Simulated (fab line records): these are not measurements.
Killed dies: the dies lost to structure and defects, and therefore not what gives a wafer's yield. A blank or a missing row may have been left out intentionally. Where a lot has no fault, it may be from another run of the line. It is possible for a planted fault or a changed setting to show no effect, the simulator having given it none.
Which tool was responsible? ; flow n5Finfet ; 24 lots, 72 wafers sampled, at 6 steps of a route of 1938

## WHAT THE GAUGES SHOWED, per wafer
The record lacks any reading of a measuring or inspecting step that a usual standard deviation could be used to judge.

## EACH LOT AND THE TOOL THAT RAN IT (in order: tool; ch and the chambers of the sampled wafers; start)
lot;N5_BEOL_M1_ETCHBACK_99;N5_BEOL_M1_SURFACE_TREAT_85;N5_BEOL_M1_ANNEAL_49;N5_BEOL_M1_ANNEAL_87;N5_BEOL_M1_ANNEAL_89;N5_BEOL_M1_SPUTTER_92
L075;rieDiel-06 ch 0,2,3, day 6 12:55;pvdSputter-01, day 6 14:16;pvdSputter-03, day 6 14:39;pvdSputter-03, day 6 15:19;pvdSputter-03, day 6 15:32;pvdSputter-03, day 6 15:53
L074;rieDiel-05 ch 1,2, day 6 13:08;pvdSputter-03, day 6 14:25;pvdSputter-03, day 6 16:29;pvdSputter-03, day 6 17:09;pvdSputter-03, day 6 17:22;pvdSputter-03, day 6 17:44
L076;rieDiel-06 ch 0,1,3, day 7 00:09;pvdSputter-03, day 7 01:59;pvdSputter-03, day 7 02:21;pvdSputter-03, day 7 03:01;pvdSputter-03, day 7 03:14;pvdSputter-03, day 7 03:35
L077;rieDiel-06 ch 0,1, day 7 04:00;pvdSputter-03, day 7 05:04;pvdSputter-02, day 7 05:29;pvdSputter-02, day 7 06:09;pvdSputter-02, day 7 06:22;pvdSputter-02, day 7 06:44
L078;rieDiel-04 ch 0,2,3, day 7 12:01;pvdSputter-03, day 7 13:17;pvdSputter-01, day 7 13:52;pvdSputter-01, day 7 14:31;pvdSputter-01, day 7 14:44;pvdSputter-01, day 7 15:06
L079;rieDiel-06 ch 1,2,3, day 7 19:12;pvdSputter-02, day 7 20:29;pvdSputter-03, day 7 21:32;pvdSputter-03, day 7 22:12;pvdSputter-03, day 7 22:25;pvdSputter-03, day 7 22:47
L080;rieDiel-05 ch 1,2, day 8 19:56;pvdSputter-02, day 8 20:53;pvdSputter-02, day 8 21:11;pvdSputter-02, day 8 21:51;pvdSputter-02, day 8 22:04;pvdSputter-02, day 8 22:26
L081;rieDiel-06 ch 0,2,3, day 9 01:19;pvdSputter-02, day 9 02:33;pvdSputter-02, day 9 02:51;pvdSputter-02, day 9 03:31;pvdSputter-02, day 9 03:44;pvdSputter-02, day 9 04:05
L082;rieDiel-04 ch 2,3, day 9 02:30;pvdSputter-03, day 9 03:45;pvdSputter-03, day 9 04:03;pvdSputter-03, day 9 04:43;pvdSputter-03, day 9 04:56;pvdSputter-03, day 9 05:17
L084;rieDiel-04 ch 0,1,3, day 9 06:32;pvdSputter-01, day 9 07:42;pvdSputter-03, day 9 08:02;pvdSputter-03, day 9 08:41;pvdSputter-03, day 9 08:55;pvdSputter-03, day 9 09:16
L085;rieDiel-05 ch 0,1,2, day 9 11:33;pvdSputter-01, day 9 12:32;pvdSputter-01, day 9 12:56;pvdSputter-01, day 9 13:35;pvdSputter-01, day 9 13:49;pvdSputter-01, day 9 14:10
L083;rieDiel-04 ch 1,2,3, day 9 11:35;pvdSputter-01, day 9 12:43;pvdSputter-02, day 9 14:28;pvdSputter-02, day 9 15:08;pvdSputter-02, day 9 15:21;pvdSputter-02, day 9 15:43
L086;rieDiel-06 ch 0,2,3, day 9 11:40;pvdSputter-03, day 9 14:21;pvdSputter-03, day 9 14:39;pvdSputter-03, day 9 15:19;pvdSputter-03, day 9 15:32;pvdSputter-03, day 9 15:53
L087;rieDiel-06 ch 1,2,3, day 9 14:17;pvdSputter-01, day 9 15:45;pvdSputter-01, day 9 16:11;pvdSputter-01, day 9 16:51;pvdSputter-01, day 9 17:04;pvdSputter-01, day 9 17:26
L088;rieDiel-05 ch 1,3, day 9 22:10;pvdSputter-02, day 9 23:34;pvdSputter-02, day 10 00:02;pvdSputter-02, day 10 00:42;pvdSputter-02, day 10 00:55;pvdSputter-02, day 10 01:17
L089;rieDiel-04 ch 1,2,3, day 10 01:33;pvdSputter-01, day 10 03:37;pvdSputter-01, day 10 03:55;pvdSputter-01, day 10 04:35;pvdSputter-01, day 10 04:48;pvdSputter-01, day 10 05:10
L090;rieDiel-04 ch 0,2, day 10 03:04;pvdSputter-03, day 10 04:12;pvdSputter-02, day 10 05:44;pvdSputter-02, day 10 06:24;pvdSputter-02, day 10 06:37;pvdSputter-02, day 10 06:59
L091;rieDiel-05 ch 0,1,2, day 10 05:50;pvdSputter-03, day 10 07:20;pvdSputter-01, day 10 08:16;pvdSputter-01, day 10 08:55;pvdSputter-01, day 10 09:08;pvdSputter-01, day 10 09:30
L092;rieDiel-06 ch 0,1,3, day 10 22:52;pvdSputter-03, day 11 00:20;pvdSputter-02, day 11 01:23;pvdSputter-02, day 11 02:03;pvdSputter-02, day 11 02:16;pvdSputter-02, day 11 02:38
L093;rieDiel-04 ch 2,3, day 11 02:46;pvdSputter-01, day 11 03:56;pvdSputter-02, day 11 04:17;pvdSputter-02, day 11 04:56;pvdSputter-02, day 11 05:10;pvdSputter-02, day 11 05:31
L094;rieDiel-04 ch 0,1,3, day 11 12:05;pvdSputter-03, day 11 13:41;pvdSputter-03, day 11 14:05;pvdSputter-03, day 11 14:44;pvdSputter-03, day 11 14:58;pvdSputter-03, day 11 15:19
L095;rieDiel-05 ch 0,1, day 12 08:00;pvdSputter-01, day 12 09:34;pvdSputter-02, day 12 10:34;pvdSputter-02, day 12 11:14;pvdSputter-02, day 12 11:27;pvdSputter-02, day 12 11:49
L096;rieDiel-06 ch 1,2, day 12 11:05;pvdSputter-03, day 12 12:31;pvdSputter-02, day 12 12:49;pvdSputter-02, day 12 13:28;pvdSputter-02, day 12 13:41;pvdSputter-02, day 12 14:03
L097;rieDiel-06 ch 1,3, day 12 22:59;pvdSputter-03, day 12 23:55;pvdSputter-03, day 13 00:16;pvdSputter-03, day 13 00:56;pvdSputter-03, day 13 01:09;pvdSputter-03, day 13 01:31
- N5_BEOL_M1_ETCHBACK_99: etches SiO2 in CHF3, target depth 5 nm, time 10.4 s.
- N5_BEOL_M1_SURFACE_TREAT_85
- N5_BEOL_M1_ANNEAL_49: time 240 s.
- N5_BEOL_M1_ANNEAL_87: time 240 s.
- N5_BEOL_M1_ANNEAL_89: time 240 s.
- N5_BEOL_M1_SPUTTER_92: material Cu, target thk 4.5 nm, time 8.29 s.

## AS READ BY THE TOOLS THEMSELVES (means over the sampled wafers that have a number; for cases with no such wafer, the mark the record gives instead)
N5_BEOL_M1_ETCHBACK_99.
lot;tool;CHF3_flow_sccm (sccm);biasW (W);drypumpMotorCurrentA (A);oes_ar_750_au (a.u.);oesProductAu (a.u.);rfFwdPowerW (W);rfVppV (V);showerheadPlenumPTorr (Torr);throttleValvePct (%)
L075;rieDiel-06;11.99;47.02;5.8;0.83;0.84;212.4;242;2.27;17.12
L074;rieDiel-05;11.97;47.09;5.1;0.78;0.79;213.2;239;2.13;17.18
L076;rieDiel-06;12.02;47.01;5.5;0.91;0.90;213.4;244;2.30;16.89
L077;rieDiel-06;12.00;46.99;5.6;0.93;0.93;213.1;244;2.31;17.00
L078;rieDiel-04;11.98;46.90;6.0;0.77;0.77;213.1;239;2.15;17.34
L079;rieDiel-06;12.00;47.12;5.5;0.89;0.91;212.8;245;2.27;16.75
L080;rieDiel-05;12.01;46.98;5.1;0.76;0.76;213.1;238;2.12;17.21
L081;rieDiel-06;12.01;47.08;5.8;0.88;0.88;212.6;243;2.27;16.99
L082;rieDiel-04;12.03;46.84;5.7;0.71;0.70;212.2;241;2.09;17.36
L084;rieDiel-04;12.03;47.02;6.1;0.76;0.75;213.0;239;2.21;17.29
L085;rieDiel-05;12.00;46.98;5.4;0.79;0.80;212.0;239;2.10;17.06
L083;rieDiel-04;12.00;47.05;5.8;0.71;0.70;212.9;241;2.16;17.29
L086;rieDiel-06;12.01;47.04;5.8;0.87;0.87;212.8;242;2.27;17.00
L087;rieDiel-06;11.99;47.13;5.5;0.87;0.88;212.6;244;2.26;16.77
L088;rieDiel-05;12.03;47.04;5.4;0.74;0.74;212.7;240;2.05;17.16
L089;rieDiel-04;12.02;46.96;5.8;0.71;0.70;213.0;241;2.16;17.30
L090;rieDiel-04;11.98;46.98;6.1;0.79;0.78;212.0;238;2.14;17.34
L091;rieDiel-05;12.01;47.04;5.4;0.79;0.79;212.5;239;2.10;17.09
L092;rieDiel-06;12.00;46.92;5.5;0.85;0.86;213.3;244;2.29;16.95
L093;rieDiel-04;12.00;46.91;5.7;0.70;0.69;212.8;240;2.09;17.38
L094;rieDiel-04;12.02;47.02;6.1;0.75;0.73;212.3;239;2.20;17.32
L095;rieDiel-05;12.03;46.91;5.7;0.81;0.82;212.2;240;2.07;16.96
L096;rieDiel-06;11.99;47.12;5.6;0.85;0.87;212.3;245;2.24;16.77
L097;rieDiel-06;12.04;46.93;5.2;0.83;0.84;213.7;245;2.28;16.72

N5_BEOL_M1_SURFACE_TREAT_85.
lot;tool;arFlowSccm (sccm)
L075;pvdSputter-01;29.99
L074;pvdSputter-03;30.01
L076;pvdSputter-03;30.02
L077;pvdSputter-03;29.96
L078;pvdSputter-03;30.11
L079;pvdSputter-02;30.00
L080;pvdSputter-02;30.08
L081;pvdSputter-02;30.03
L082;pvdSputter-03;30.06
L084;pvdSputter-01;29.92
L085;pvdSputter-01;29.97
L083;pvdSputter-01;30.03
L086;pvdSputter-03;30.00
L087;pvdSputter-01;30.10
L088;pvdSputter-02;29.98
L089;pvdSputter-01;30.02
L090;pvdSputter-03;30.00
L091;pvdSputter-03;30.07
L092;pvdSputter-03;30.01
L093;pvdSputter-01;30.02
L094;pvdSputter-03;30.04
L095;pvdSputter-01;29.92
L096;pvdSputter-03;29.98
L097;pvdSputter-03;30.09

N5_BEOL_M1_ANNEAL_49.
lot;tool;heaterPowerW (W)
L075;pvdSputter-03;844
L074;pvdSputter-03;845
L076;pvdSputter-03;844
L077;pvdSputter-02;816
L078;pvdSputter-01;770
L079;pvdSputter-03;826
L080;pvdSputter-02;830
L081;pvdSputter-02;797
L082;pvdSputter-03;852
L084;pvdSputter-03;850
L085;pvdSputter-01;786
L083;pvdSputter-02;810
L086;pvdSputter-03;815
L087;pvdSputter-01;765
L088;pvdSputter-02;833
L089;pvdSputter-01;762
L090;pvdSputter-02;835
L091;pvdSputter-01;768
L092;pvdSputter-02;813
L093;pvdSputter-02;815
L094;pvdSputter-03;844
L095;pvdSputter-02;827
L096;pvdSputter-02;832
L097;pvdSputter-03;817

N5_BEOL_M1_ANNEAL_87.
lot;tool;heaterPowerW (W)
L075;pvdSputter-03;840
L074;pvdSputter-03;844
L076;pvdSputter-03;824
L077;pvdSputter-02;820
L078;pvdSputter-01;779
L079;pvdSputter-03;837
L080;pvdSputter-02;821
L081;pvdSputter-02;799
L082;pvdSputter-03;845
L084;pvdSputter-03;852
L085;pvdSputter-01;784
L083;pvdSputter-02;824
L086;pvdSputter-03;828
L087;pvdSputter-01;765
L088;pvdSputter-02;828
L089;pvdSputter-01;768
L090;pvdSputter-02;831
L091;pvdSputter-01;765
L092;pvdSputter-02;811
L093;pvdSputter-02;814
L094;pvdSputter-03;828
L095;pvdSputter-02;837
L096;pvdSputter-02;820
L097;pvdSputter-03;817

N5_BEOL_M1_ANNEAL_89.
lot;tool;heaterPowerW (W)
L075;pvdSputter-03;852
L074;pvdSputter-03;845
L076;pvdSputter-03;838
L077;pvdSputter-02;813
L078;pvdSputter-01;785
L079;pvdSputter-03;832
L080;pvdSputter-02;825
L081;pvdSputter-02;812
L082;pvdSputter-03;835
L084;pvdSputter-03;855
L085;pvdSputter-01;785
L083;pvdSputter-02;825
L086;pvdSputter-03;819
L087;pvdSputter-01;764
L088;pvdSputter-02;817
L089;pvdSputter-01;768
L090;pvdSputter-02;822
L091;pvdSputter-01;769
L092;pvdSputter-02;815
L093;pvdSputter-02;811
L094;pvdSputter-03;819
L095;pvdSputter-02;826
L096;pvdSputter-02;822
L097;pvdSputter-03;800

N5_BEOL_M1_SPUTTER_92.
lot;tool;chuckGasFlowSccm (sccm);throttleValvePct (%)
L075;pvdSputter-03;1.26;29.6
L074;pvdSputter-03;1.27;30.2
L076;pvdSputter-03;1.27;30.0
L077;pvdSputter-02;1.28;30.3
L078;pvdSputter-01;1.27;29.9
L079;pvdSputter-03;1.24;29.5
L080;pvdSputter-02;1.30;30.1
L081;pvdSputter-02;1.22;31.1
L082;pvdSputter-03;1.24;30.0
L084;pvdSputter-03;1.20;30.0
L085;pvdSputter-01;1.24;29.7
L083;pvdSputter-02;1.24;30.5
L086;pvdSputter-03;1.27;29.8
L087;pvdSputter-01;1.26;29.5
L088;pvdSputter-02;1.30;30.2
L089;pvdSputter-01;1.26;29.7
L090;pvdSputter-02;1.29;30.1
L091;pvdSputter-01;1.30;30.3
L092;pvdSputter-02;1.26;30.5
L093;pvdSputter-02;1.23;29.8
L094;pvdSputter-03;1.28;30.1
L095;pvdSputter-02;1.27;30.0
L096;pvdSputter-02;1.30;30.0
L097;pvdSputter-03;1.24;29.5

## THE ANSWER, worked out from the rows above alone
Rule: the usual values come from the lots themselves. The widest of any qualifying gaps counts: lots, ordered by their means at a reading, are off when they make up no more than a third of the lots, leave a main group of 4 or more, and stand apart from it by 3 or more times the standard deviation of that group's means. If all means in a main group match to the digits the tables above print for the reading, that group is not used. A lot without any number at a reading at which 4 lots or more have one is off too. All remaining lots with rows at the step are treated as sound. First the gauges in route order, then the tools' own readings, where a lot's mean is used as printed above. The first step at which some lot is off is used, and at that step the reading that is off furthest; a lot without a number counts as furthest.
No lot is off on any of the readings shown, so nothing can be concluded from this.

## WHAT THE SIMULATOR HAD INSERTED
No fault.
